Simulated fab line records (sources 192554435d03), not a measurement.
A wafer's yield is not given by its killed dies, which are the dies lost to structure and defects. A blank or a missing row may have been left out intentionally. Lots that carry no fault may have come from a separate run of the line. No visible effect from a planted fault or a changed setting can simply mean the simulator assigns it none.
fab line records | flow n5_finfet
record lots=14 | wafers=42 | last_day=20
route steps=1938 shown BEOL_M4@1108 BEOL_M5@1129
lots that met no fault: taken from a fault-free run of the same line
start_h: hours from the record's first day to the start of the lot's first wafer shown | wait_h: hours from the lot's prior step to this one | " unchanged from the row above | L1.1+2: a row that stands for several wafers | - value missing, or start not given | * or withheld: withheld | < > ~ a bound
route shown NAME@n: NAME is a module with steps in the file, n the number in the route of the first one | usual: mean/standard deviation of fault-free wafers | same: alike in all rows | chamber/n: place in a boat | sites: the reading at each site | _std_site: the values' standard deviation | _edge_site: inner sites' mean taken away from outer sites' mean | radius_mm: for every site, how far away it sits from the centre of the wafer | mask NAME#n: copy n | behind: tool/chamber where the wafer was last shaped | hold: what put the lot on hold/how long, in hours/how the hold closed | device: names the non-switching transistor (n, p or np) | end of line: tests run on the same wafers once the route is complete | a step with no rows: only its recipe | killed: the dies lost at the first sort to structure and to defects; this is not the yield of the wafer | map: shows each die of a wafer: x if killed, . if not, _ if none is there
set.NAME: the run value of the setting; set.NAME@STEP: its run value at that earlier step | model.NAME: the simulator's own value behind a step, which no gauge read
route steps across a sampled set of lots; one table per step, one row per wafer
services: the hour from which a tool's chamber was out of use, counted from the record's first day as start_h (under 0 if before that day), plus the number of hours and why
## steps
# step N5_BEOL_M4_DEP_57
# recipe material=SiCN | target_thk_a=80 | temp_c=withheld | precursor=3MS/NH3 | pressure_torr=3 | rf_w=202 | time_s=14
# usual showerhead_plenum_p_Torr=3.665/0.01 | throttle_valve_pct=9.1/0.51
lot.wafer | tool     | chamber | start_h | wait_h | showerhead_plenum_p_Torr | throttle_valve_pct
L944.1    | pecvd-01 | 2       | 193.14  | 0.0    | 3.679                    | 8.8
L944.4    | "        | 1       | "       | "      | 3.656                    | 10.0
L944.6    | "        | 2       | "       | "      | 3.673                    | 8.3
L946.2    | pecvd-04 | 0       | 195.99  | 0.0    | 3.678                    | 9.6
L946.3    | "        | 2       | "       | "      | 3.665                    | 9.3
L946.5    | "        | 1       | "       | "      | 3.658                    | 8.4
L949.4    | pecvd-04 | 0       | 222.34  | 0.0    | 3.683                    | 9.3
L949.5    | "        | 1       | "       | "      | 3.666                    | 8.5
L949.6    | "        | 2       | "       | "      | 3.654                    | 9.1
L947.1    | pecvd-04 | 0       | 224.21  | 0.0    | 3.668                    | 9.3
L947.4    | "        | 1       | "       | "      | 3.666                    | 8.4
L947.5    | "        | 0       | "       | "      | 3.684                    | 9.6
L948.1    | pecvd-01 | 2       | 229.39  | 0.0    | 3.681                    | 8.6
L948.4    | "        | 1       | "       | "      | 3.659                    | 10.1
L948.6    | "        | 0       | "       | "      | 3.652                    | 9.2
L951.1    | pecvd-02 | 2       | 229.66  | 0.0    | 3.659                    | 9.1
L951.4    | "        | 1       | "       | "      | 3.660                    | 8.8
L951.5    | "        | 0       | "       | "      | 3.678                    | 8.9
L954.2    | pecvd-01 | 1       | 263.62  | 0.0    | 3.662                    | 10.2
L954.3    | "        | 2       | "       | "      | 3.673                    | 8.6
L954.5    | "        | 2       | "       | "      | 3.678                    | 8.6
L955.3    | pecvd-02 | 0       | 263.77  | 0.0    | 3.671                    | 9.1
L955.4    | "        | 0       | "       | "      | 3.672                    | 9.0
L955.5    | "        | 1       | "       | "      | 3.658                    | 8.8
L959.3    | pecvd-01 | 1       | 277.72  | 0.0    | 3.651                    | 10.3
L959.4    | "        | 0       | "       | "      | 3.655                    | 9.1
L959.6    | "        | 2       | "       | "      | 3.685                    | 8.6
L958.1    | pecvd-01 | 1       | 296.85  | 0.0    | 3.653                    | 10.0
L958.4    | "        | 2       | "       | "      | 3.680                    | 8.7
L958.6    | "        | 1       | "       | "      | 3.654                    | 10.4
L960.1    | pecvd-02 | 1       | 299.33  | 0.0    | 3.658                    | 8.7
L960.5    | "        | 0       | "       | "      | 3.678                    | 9.0
L960.6    | "        | 2       | "       | "      | 3.668                    | 9.2
L961.2    | pecvd-01 | 2       | 299.59  | 0.0    | 3.680                    | 8.7
L961.3    | "        | 0       | "       | "      | 3.662                    | 9.2
L961.4    | "        | 1       | "       | "      | 3.656                    | 10.5
L963.2    | pecvd-02 | 0       | 306.62  | 0.0    | 3.676                    | 8.8
L963.3    | "        | 1       | "       | "      | 3.661                    | 8.8
L963.4    | "        | 0       | "       | "      | 3.674                    | 9.0
L967.1    | pecvd-02 | 2       | 348.91  | 0.0    | 3.662                    | 9.3
L967.2    | "        | 1       | "       | "      | 3.664                    | 8.6
L967.5    | "        | 0       | "       | "      | 3.683                    | 9.1
# step N5_BEOL_M4_INSPECT_59
# recipe inspect_instrument=darkfield | mode=post_dep
# usual raw_defect_count=66/20
lot.wafer | tool              | chamber | start_h | wait_h | raw_defect_count
L944.1    | defect_inspect-01 | -       | 193.23  | 0.0    | 66
L944.4    | "                 | -       | "       | "      | 63
L944.6    | "                 | -       | "       | "      | 69
L946.2    | defect_inspect-02 | -       | 196.08  | 0.0    | 85
L946.3    | "                 | -       | "       | "      | 55
L946.5    | "                 | -       | "       | "      | 62
L949.4    | defect_inspect-01 | -       | 222.43  | 0.0    | 37
L949.5    | "                 | -       | "       | "      | 56
L949.6    | "                 | -       | "       | "      | 75
L947.1    | defect_inspect-01 | -       | 224.30  | 0.0    | 49
L947.4    | "                 | -       | "       | "      | 65
L947.5    | "                 | -       | "       | "      | 68
L948.1    | defect_inspect-01 | -       | 229.48  | 0.0    | 106
L948.4    | "                 | -       | "       | "      | 113
L948.6    | "                 | -       | "       | "      | 76
L951.1    | defect_inspect-01 | -       | 229.75  | 0.0    | 73
L951.4    | "                 | -       | "       | "      | 70
L951.5    | "                 | -       | "       | "      | 61
L954.2    | defect_inspect-02 | -       | 263.71  | 0.0    | 94
L954.3    | "                 | -       | "       | "      | 67
L954.5    | "                 | -       | "       | "      | 53
L955.3    | defect_inspect-01 | -       | 263.86  | 0.0    | 66
L955.4    | "                 | -       | "       | "      | 80
L955.5    | "                 | -       | "       | "      | 77
L959.3    | defect_inspect-01 | -       | 277.81  | 0.0    | 127
L959.4    | "                 | -       | "       | "      | 128
L959.6    | "                 | -       | "       | "      | 102
L958.1    | defect_inspect-01 | -       | 296.94  | 0.0    | 82
L958.4    | "                 | -       | "       | "      | 66
L958.6    | "                 | -       | "       | "      | 38
L960.1    | defect_inspect-02 | -       | 299.42  | 0.0    | 49
L960.5    | "                 | -       | "       | "      | 53
L960.6    | "                 | -       | "       | "      | 55
L961.2    | defect_inspect-01 | -       | 299.68  | 0.0    | 47
L961.3    | "                 | -       | "       | "      | 49
L961.4    | "                 | -       | "       | "      | 38
L963.2    | defect_inspect-01 | -       | 306.72  | 0.0    | 56
L963.3    | "                 | -       | "       | "      | 67
L963.4    | "                 | -       | "       | "      | 53
L967.1    | defect_inspect-01 | -       | 349.01  | 0.0    | 62
L967.2    | "                 | -       | "       | "      | 48
L967.5    | "                 | -       | "       | "      | 48
# step N5_BEOL_M5_DESCUM_16
# recipe chemistry=O2 | time_s=7 | source_power_w=50 | bias_power_w=20 | pressure_mtorr=20 | rf_frequency_hz=2.712e+07 | temp_c=40 | resist=CAR-EUV | o2_flow_sccm=225
# usual drypump_motor_current_A=5.7/0.56 | oes_product_au=0.78/0.054 | rf_vpp_V=243.3/1.4 | showerhead_plenum_p_Torr=2.09/0.07 | throttle_valve_pct=20.34/0.19
lot.wafer | tool        | chamber | start_h | wait_h | drypump_motor_current_A | oes_product_au | rf_hours_counter_h | rf_vpp_V | showerhead_plenum_p_Torr | throttle_valve_pct
L944.1    | rie_diel-06 | 3       | 195.69  | 0.0    | 5.8                     | 0.80           | 107                | 241.2    | 2.03                     | 20.60
L944.4    | "           | 2       | "       | "      | 6.6                     | 0.70           | 239                | 242.4    | 2.06                     | 20.68
L944.6    | "           | 1       | "       | "      | 5.2                     | 0.81           | -                  | 243.0    | 2.04                     | 20.42
L946.2    | rie_diel-06 | 2       | 200.07  | 0.2    | 6.6                     | 0.69           | 240                | 242.9    | 2.06                     | 20.68
L946.3    | "           | 0       | "       | "      | 6.2                     | 0.69           | 229                | 241.9    | 2.07                     | 20.25
L946.5    | "           | 1       | "       | "      | 5.2                     | 0.81           | -                  | 241.7    | 2.03                     | 20.43
L949.4    | rie_diel-02 | 3       | 226.28  | 0.0    | 4.7                     | 0.82           | 75                 | 242.0    | 2.02                     | 20.08
L949.5    | "           | 1       | "       | "      | 6.4                     | 0.86           | -                  | 245.5    | 2.23                     | 20.39
L949.6    | "           | 2       | "       | "      | 6.1                     | 0.81           | -                  | 242.6    | 2.12                     | 20.50
L947.1    | rie_diel-06 | 3       | 226.77  | 0.1    | 5.8                     | 0.78           | 115                | 241.6    | 2.03                     | 20.64
L947.4    | "           | 2       | "       | "      | 6.6                     | 0.69           | 247                | 243.0    | 2.06                     | 20.70
L947.5    | "           | 3       | "       | "      | 5.8                     | 0.78           | -                  | 242.5    | 2.03                     | 20.62
L948.1    | rie_diel-06 | 1       | 233.27  | 0.1    | 5.2                     | 0.79           | 104                | 242.0    | 2.03                     | 20.43
L948.4    | "           | 3       | "       | "      | 5.8                     | 0.78           | 117                | 241.9    | 2.03                     | 20.62
L948.6    | "           | 3       | "       | "      | 5.8                     | 0.79           | -                  | 242.0    | 2.03                     | 20.65
L951.1    | rie_diel-02 | 3       | 233.98  | 0.2    | 4.7                     | 0.82           | 77                 | 243.4    | 2.02                     | 20.09
L951.4    | "           | 1       | "       | "      | 6.4                     | 0.86           | 47                 | 246.1    | 2.23                     | 20.42
L951.5    | "           | 2       | "       | "      | 6.1                     | 0.81           | -                  | 244.5    | 2.12                     | 20.52
L954.2    | rie_diel-06 | 1       | 266.39  | 0.0    | 5.3                     | 0.78           | 118                | 241.7    | 2.03                     | 20.45
L954.3    | "           | 3       | "       | "      | 5.8                     | 0.77           | 130                | 242.3    | 2.02                     | 20.66
L954.5    | "           | 3       | "       | "      | 5.8                     | 0.77           | -                  | 241.4    | 2.02                     | 20.66
L955.3    | rie_diel-06 | 3       | 268.25  | 0.1    | 5.8                     | 0.77           | 131                | 240.4    | 2.02                     | 20.65
L955.4    | "           | 3       | "       | "      | 5.8                     | 0.77           | -                  | 242.4    | 2.02                     | 20.65
L955.5    | "           | 0       | "       | "      | 6.2                     | 0.68           | -                  | 243.5    | 2.06                     | 20.26
L959.3    | rie_diel-05 | 2       | 280.90  | 0.0    | 5.3                     | 0.87           | 57                 | 241.2    | 2.03                     | 20.25
L959.4    | "           | 1       | "       | "      | 6.0                     | 0.73           | 181                | 243.0    | 2.08                     | 20.21
L959.6    | "           | 3       | "       | "      | 5.8                     | 0.73           | -                  | 245.1    | 2.19                     | 20.21
L958.1    | rie_diel-02 | 0       | 299.60  | 0.2    | 5.8                     | 0.78           | 126                | 244.6    | 2.11                     | 20.13
L958.4    | "           | 1       | "       | "      | 6.4                     | 0.84           | 66                 | 244.0    | 2.22                     | 20.42
L958.6    | "           | 1       | "       | "      | 6.4                     | 0.84           | -                  | 245.3    | 2.22                     | 20.43
L960.1    | rie_diel-02 | 2       | 301.73  | 0.0    | 6.1                     | 0.79           | 102                | 244.4    | 2.12                     | 20.56
L960.5    | "           | 3       | "       | "      | 4.8                     | 0.79           | -                  | 242.3    | 2.01                     | 20.11
L960.6    | "           | 0       | "       | "      | 5.7                     | 0.78           | -                  | 243.0    | 2.11                     | 20.12
L961.2    | rie_diel-02 | 2       | 302.25  | 0.0    | 6.1                     | 0.78           | 102                | 243.1    | 2.12                     | 20.55
L961.3    | "           | 1       | "       | "      | 6.4                     | 0.83           | 67                 | 244.8    | 2.22                     | 20.43
L961.4    | "           | 0       | "       | "      | 5.7                     | 0.78           | 127                | 242.9    | 2.11                     | 20.12
L963.2    | rie_diel-02 | 2       | 309.99  | 0.4    | 6.1                     | 0.78           | 104                | 242.6    | 2.12                     | 20.55
L963.3    | "           | 0       | "       | "      | 5.7                     | 0.78           | 129                | 244.0    | 2.11                     | 20.14
L963.4    | "           | 1       | "       | "      | 6.4                     | 0.83           | 69                 | 244.0    | 2.22                     | 20.43
L967.1    | rie_diel-05 | 2       | 352.24  | 0.1    | 5.3                     | 0.84           | 78                 | 241.8    | 2.03                     | 20.28
L967.2    | "           | 3       | "       | "      | 5.8                     | 0.71           | 196                | 245.5    | 2.18                     | 20.25
L967.5    | "           | 3       | "       | "      | 5.8                     | 0.72           | -                  | 244.6    | 2.18                     | 20.25
# step N5_BEOL_M5_HM_OPEN_17
# recipe chemistry=Cl2/BCl3 | target_depth_a=200 | overetch_a=60 | target=TiN | mask_material=SOC | ion_energy_ev=150 | pressure_mtorr=10 | icp_w=1000 | bias_w=126 | Cl2_flow_sccm=53.25 | bcl3_flow_sccm=21.75 | Ar_flow_sccm=25
# usual bcl3_flow_sccm=21.75/0.065 | bias_w=126.1/0.34 | drypump_motor_current_A=5.7/0.41 | oes_ar_750_au=0.80/0.091 | oes_product_au=0.68/0.073 | throttle_valve_pct=22.11/0.15
lot.wafer | tool         | chamber | start_h | wait_h | bcl3_flow_sccm | bias_w | drypump_motor_current_A | oes_ar_750_au | oes_product_au | rf_hours_counter_h | throttle_valve_pct
L944.1    | rie_metal-02 | 1       | 195.94  | 0.0    | 21.71          | 126.4  | 5.5                     | 0.68          | 0.57           | 80                 | 22.08
L944.4    | "            | 1       | "       | "      | 21.71          | 126.1  | 5.5                     | 0.68          | 0.58           | -                  | 22.10
L944.6    | "            | 1       | "       | "      | 21.80          | 126.1  | 5.6                     | 0.67          | 0.58           | -                  | 22.09
L946.2    | rie_metal-01 | 0       | 200.32  | 0.0    | 21.88          | 125.8  | 5.6                     | 0.92          | 0.77           | 7                  | 22.10
L946.3    | "            | 0       | "       | "      | 21.77          | 126.0  | 5.5                     | 0.92          | 0.76           | -                  | 22.09
L946.5    | "            | 0       | "       | "      | 21.84          | 126.2  | 5.6                     | 0.92          | 0.77           | -                  | 22.09
L949.4    | rie_metal-03 | 0       | 226.56  | 0.1    | 21.72          | 126.3  | 4.9                     | 0.80          | 0.67           | -                  | 22.37
L949.5    | "            | 1       | "       | "      | 21.71          | 126.0  | 5.8                     | 0.75          | 0.66           | -                  | 22.05
L949.6    | "            | 0       | "       | "      | 21.78          | 125.9  | 4.9                     | 0.80          | 0.66           | -                  | 22.40
L947.1    | rie_metal-03 | 0       | 227.02  | 0.0    | 21.86          | 125.9  | 4.9                     | 0.80          | 0.67           | 40                 | 22.38
L947.4    | "            | 1       | "       | "      | 21.73          | 125.7  | 5.8                     | 0.76          | 0.66           | -                  | 22.05
L947.5    | "            | 1       | "       | "      | 21.68          | 125.8  | 5.8                     | 0.76          | 0.66           | -                  | 22.04
L948.1    | rie_metal-02 | 0       | 233.52  | 0.0    | -              | -      | -                       | -             | -              | -                  | -
L948.4    | "            | 0       | "       | "      | -              | -      | -                       | -             | -              | -                  | -
L948.6    | "            | 1       | "       | "      | -              | -      | -                       | -             | -              | -                  | -
L951.1    | rie_metal-02 | 1       | 234.23  | 0.0    | -              | -      | -                       | -             | -              | -                  | -
L951.4    | "            | 1       | "       | "      | -              | -      | -                       | -             | -              | -                  | -
L951.5    | "            | 1       | "       | "      | -              | -      | -                       | -             | -              | -                  | -
L954.2    | rie_metal-01 | 1       | 266.64  | 0.0    | 21.78          | 126.0  | 6.2                     | 0.96          | 0.80           | 4                  | 21.92
L954.3    | "            | 1       | "       | "      | 21.74          | 125.9  | 6.2                     | 0.96          | 0.80           | -                  | 21.86
L954.5    | "            | 0       | "       | "      | 21.79          | 125.8  | 5.6                     | 0.88          | 0.74           | -                  | 22.10
L955.3    | rie_metal-03 | 1       | 268.52  | 0.1    | 21.65          | 126.0  | 5.8                     | 0.75          | 0.64           | -                  | 22.05
L955.4    | "            | 0       | "       | "      | 21.73          | 125.6  | 4.9                     | 0.78          | 0.66           | -                  | 22.39
L955.5    | "            | 0       | "       | "      | 21.73          | 125.6  | 4.9                     | 0.79          | 0.65           | -                  | 22.41
L959.3    | rie_metal-02 | 0       | 281.18  | 0.1    | 21.83          | 126.1  | 6.0                     | 0.83          | 0.72           | -                  | 22.01
L959.4    | "            | 1       | "       | "      | 21.80          | 126.0  | 5.6                     | 0.66          | 0.56           | -                  | 22.13
L959.6    | "            | 1       | "       | "      | 21.71          | 126.4  | 5.5                     | 0.66          | 0.56           | -                  | 22.11
L958.1    | rie_metal-01 | 0       | 299.84  | 0.0    | 21.86          | 126.0  | 5.6                     | 0.87          | 0.74           | 15                 | 22.10
L958.4    | "            | 1       | "       | "      | 21.90          | 126.4  | 6.2                     | 0.95          | 0.80           | -                  | 21.90
L958.6    | "            | 1       | "       | "      | 21.78          | 126.5  | 6.2                     | 0.95          | 0.79           | -                  | 21.88
L960.1    | rie_metal-02 | 1       | 301.98  | 0.0    | 21.79          | 126.4  | 5.6                     | 0.66          | 0.56           | 90                 | 22.11
L960.5    | "            | 0       | "       | "      | 21.71          | 125.9  | 6.0                     | 0.82          | 0.71           | -                  | 22.02
L960.6    | "            | 1       | "       | "      | 21.76          | 126.3  | 5.6                     | 0.66          | 0.56           | -                  | 22.12
L961.2    | rie_metal-01 | 1       | 302.49  | 0.0    | 21.75          | 126.3  | 6.2                     | 0.94          | 0.79           | 5                  | 21.91
L961.3    | "            | 0       | "       | "      | 21.71          | 126.2  | 5.5                     | 0.87          | 0.73           | -                  | 22.11
L961.4    | "            | 1       | "       | "      | 21.69          | 125.8  | 6.2                     | 0.95          | 0.78           | -                  | 21.91
L963.2    | rie_metal-02 | 1       | 310.24  | 0.0    | 21.76          | 126.2  | 5.6                     | 0.65          | 0.56           | 91                 | 22.11
L963.3    | "            | 1       | "       | "      | 21.69          | 126.1  | 5.5                     | 0.65          | 0.56           | -                  | 22.13
L963.4    | "            | 0       | "       | "      | 21.63          | 125.9  | 6.0                     | 0.81          | 0.71           | -                  | 22.02
L967.1    | rie_metal-02 | 1       | 352.49  | 0.0    | 21.70          | 126.1  | 5.5                     | 0.66          | 0.56           | 94                 | 22.12
L967.2    | "            | 0       | "       | "      | 21.72          | 126.3  | 6.0                     | 0.81          | 0.71           | 31                 | 22.01
L967.5    | "            | 1       | "       | "      | 21.70          | 126.4  | 5.5                     | 0.65          | 0.56           | -                  | 22.12
# step N5_BEOL_M5_CD_MEAS_18
# recipe pitch_nm=56 | target_cd_nm=28
# usual cd_nm=28.09/0.3
lot.wafer | tool      | chamber | start_h | wait_h | cd_nm
L944.1    | cd_sem-02 | -       | 196.12  | 0.0    | 28.29
L944.4    | "         | -       | "       | "      | 27.88
L944.6    | "         | -       | "       | "      | 28.12
L946.2    | cd_sem-01 | -       | 200.50  | 0.1    | 28.51
L946.3    | "         | -       | "       | "      | 28.30
L946.5    | "         | -       | "       | "      | 29.27
L949.4    | cd_sem-03 | -       | 226.81  | 0.1    | 28.11
L949.5    | "         | -       | "       | "      | 28.00
L949.6    | "         | -       | "       | "      | 27.60
L947.1    | cd_sem-02 | -       | 227.23  | 0.0    | 27.86
L947.4    | "         | -       | "       | "      | 28.09
L947.5    | "         | -       | "       | "      | 28.26
L948.1    | cd_sem-03 | -       | 233.70  | 0.0    | -
L948.4    | "         | -       | "       | "      | -
L948.6    | "         | -       | "       | "      | -
L951.1    | cd_sem-02 | -       | 234.41  | 0.0    | -
L951.4    | "         | -       | "       | "      | -
L951.5    | "         | -       | "       | "      | -
L954.2    | cd_sem-02 | -       | 266.83  | 0.1    | 27.96
L954.3    | "         | -       | "       | "      | 27.95
L954.5    | "         | -       | "       | "      | 28.20
L955.3    | cd_sem-03 | -       | 268.93  | 0.1    | 28.08
L955.4    | "         | -       | "       | "      | 27.99
L955.5    | "         | -       | "       | "      | 28.17
L959.3    | cd_sem-02 | -       | 281.34  | 0.1    | 28.05
L959.4    | "         | -       | "       | "      | 27.77
L959.6    | "         | -       | "       | "      | 27.88
L958.1    | cd_sem-01 | -       | 300.03  | 0.0    | 28.15
L958.4    | "         | -       | "       | "      | 27.84
L958.6    | "         | -       | "       | "      | 27.67
L960.1    | cd_sem-03 | -       | 302.16  | 0.0    | 28.11
L960.5    | "         | -       | "       | "      | 28.06
L960.6    | "         | -       | "       | "      | 27.70
L961.2    | cd_sem-03 | -       | 302.72  | 0.1    | 28.26
L961.3    | "         | -       | "       | "      | 28.14
L961.4    | "         | -       | "       | "      | 27.69
L963.2    | cd_sem-02 | -       | 310.47  | 0.1    | 27.93
L963.3    | "         | -       | "       | "      | 27.65
L963.4    | "         | -       | "       | "      | 27.83
L967.1    | cd_sem-01 | -       | 352.70  | 0.0    | 27.93
L967.2    | "         | -       | "       | "      | 27.98
L967.5    | "         | -       | "       | "      | 27.88
## services
tool         | chamber | start_h | hours | kind
pecvd-01     | 2       | 172.57  | 2.1   | scheduled_down
rie_diel-02  | 3       | 173.20  | 15.3  | repair
rie_metal-03 | 0       | 173.53  | 3.5   | repair
rie_metal-03 | 0       | 179.32  | 4.5   | repair
pecvd-02     | -       | 190.02  | 14.6  | pm
rie_diel-02  | 0       | 191.16  | 13.6  | repair
pecvd-02     | 0       | 215.90  | 2.2   | repair
rie_diel-06  | 2       | 235.12  | -     | clean
rie_diel-06  | 2       | 235.12  | -     | consumable_replace:focus_ring
rie_diel-06  | 2       | 235.12  | 34.8  | scheduled_down
rie_diel-06  | 2       | 235.12  | 34.8  | vent_cycle
rie_diel-05  | 1       | 268.62  | 5.2   | repair
rie_diel-06  | 0       | 269.92  | -     | clean
rie_metal-03 | -       | 270.81  | 0.8   | repair
rie_metal-01 | -       | 272.06  | 14.6  | pm
pecvd-04     | 0       | 282.82  | 14.2  | repair
rie_diel-05  | 0       | 295.90  | 7.5   | repair
rie_metal-03 | -       | 304.74  | 1.1   | repair
rie_diel-02  | -       | 306.21  | 0.9   | repair
rie_diel-05  | -       | 311.94  | 4.3   | pm
rie_diel-06  | 0       | 313.92  | 13.7  | repair
rie_metal-02 | -       | 314.59  | 0.5   | repair
rie_diel-05  | -       | 332.69  | 0.7   | repair
rie_metal-02 | -       | 332.92  | 2.8   | pm
## key
first_sign step=N5_BEOL_M5_HM_OPEN_17 | reading=tool_record | direction=missing
effect step=N5_BEOL_M5_CD_MEAS_18 | reading=cd_nm | direction=missing
met_at N5_BEOL_M5_HM_OPEN_17
struck_lots L948,L951
later_rows_left_out L948.1,L948.4,L948.6,L951.1,L951.4,L951.5
sort_left_out L948.1,L948.4,L948.6,L951.1,L951.4,L951.5
tester_left_out L951
not_acting_at N5_BEOL_M4_DEP_57,N5_BEOL_M4_INSPECT_59,N5_BEOL_M5_DESCUM_16
onset_between 195.94 233.52
earlier_fault kind=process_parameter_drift | tool=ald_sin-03 | chamber=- | onset_h=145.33 | steps=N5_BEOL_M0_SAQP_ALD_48 | channel=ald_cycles | offset=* | shape=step | acts_in=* | stated=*
earlier_fault kind=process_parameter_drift | tool=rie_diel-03 | chamber=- | onset_h=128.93 | steps=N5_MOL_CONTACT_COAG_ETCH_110 | channel=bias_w | offset=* | shape=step | acts_in=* | stated=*
fault kind=skipped_step_whole | tool=rie_metal-02 | chamber=- | onset_h=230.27 | steps=N5_BEOL_M5_HM_OPEN_17 | scope=struck_lots_only
# tester_left_out: of these lots the tester's yield and bins aren't shown, on N5 and GAA mostly nor the transistor test; their killed dies are dies lost to structure and defects alone, not to doping, threshold or leakage, so they don't give the yield
# sort_left_out: the simulated sort isn't trusted on such a fault, so these wafers' sort isn't shown, and their yield isn't known
# later_rows_left_out: the simulator's readings of these wafers behind a module that went badly wrong aren't trusted and aren't shown, but for the sort
